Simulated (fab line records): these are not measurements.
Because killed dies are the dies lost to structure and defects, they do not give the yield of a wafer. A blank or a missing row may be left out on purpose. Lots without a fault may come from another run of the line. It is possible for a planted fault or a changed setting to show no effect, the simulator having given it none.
Matching of chambers	flow n5 finfet	rie diel-04 running N5_FIN_CUT_CUT_ETCH_26: 4 sister chambers
The step etches SiNx in CH3F/O2, target depth 39 nm, time 55.7 s. 16 wafers are shown with their chamber, then 8 later ones without.

WAFERS, EACH WITH ITS CHAMBER
wafer	chamber	drypump motor current A (A)	showerhead plenum p Torr (Torr)	oes product au (a.u.)
L077.3	1	5.3	2.05	0.88
L077.4	0	5.1	1.92	0.77
L077.5	2	6.1	2.00	0.72
L079.1	1	5.2	2.04	0.87
L079.4	3	5.9	1.88	0.67
L079.6	0	5.2	1.92	0.78
L080.1	2	6.1	2.00	0.73
L080.3	0	5.1	1.92	0.77
L080.4	1	5.2	2.05	0.88
L085.2	2	6.1	1.99	0.71
L085.4	1	5.2	2.04	0.86
L085.6	1	5.2	2.04	0.86
L086.4	1	5.2	2.04	0.86
L086.5	2	6.1	1.99	0.71
L086.6	0	5.1	1.91	0.77
L091.1	0	5.1	1.91	0.75

SIGNATURES (means of the wafers above)
reading	chamber 0	chamber 1	chamber 2	chamber 3	scatter within a chamber
drypump motor current A	5.120	5.217	6.100	5.900	0.0369
showerhead plenum p Torr	1.9160	2.0433	1.9950	1.8800	0.00543
oes product au	0.7680	0.8683	0.7175	0.6700	0.0102
Rule: for each reading, subtract the chamber's mean from the wafer's reading, divide by that reading's scatter and square the result; add these up over the readings and take the root, which gives the wafer's distance from the chamber. The wafer belongs to the nearest chamber; if the next one is less than 2 further off, it can't be placed. The scatter: the root of (the sum of the squares of (reading less its chamber's mean) over the shown wafers, divided by (wafers less chambers)).

WAFERS MISSING THEIR CHAMBER
wafer	drypump motor current A (A)	showerhead plenum p Torr (Torr)	oes product au (a.u.)
L091.5	6.1	1.99	0.70
L091.6	5.2	2.04	0.84
L094.1	5.2	2.04	0.83
L094.2	5.9	2.12	0.95
L094.5	5.9	2.12	0.95
L095.3	6.1	1.99	0.69
L095.5	6.1	1.99	0.70
L095.6	5.2	2.03	0.83

WHICH CHAMBER EACH ONE RAN IN
wafer	from the rows above	in truth
L091.5	2	2
L091.6	1	1
L094.1	1	1
L094.2	1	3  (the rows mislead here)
L094.5	1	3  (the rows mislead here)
L095.3	2	2
L095.5	2	2
L095.6	1	1
Correct placement for 6 of the 8. From these rows, 0 cannot be placed. 2 placed wrongly.
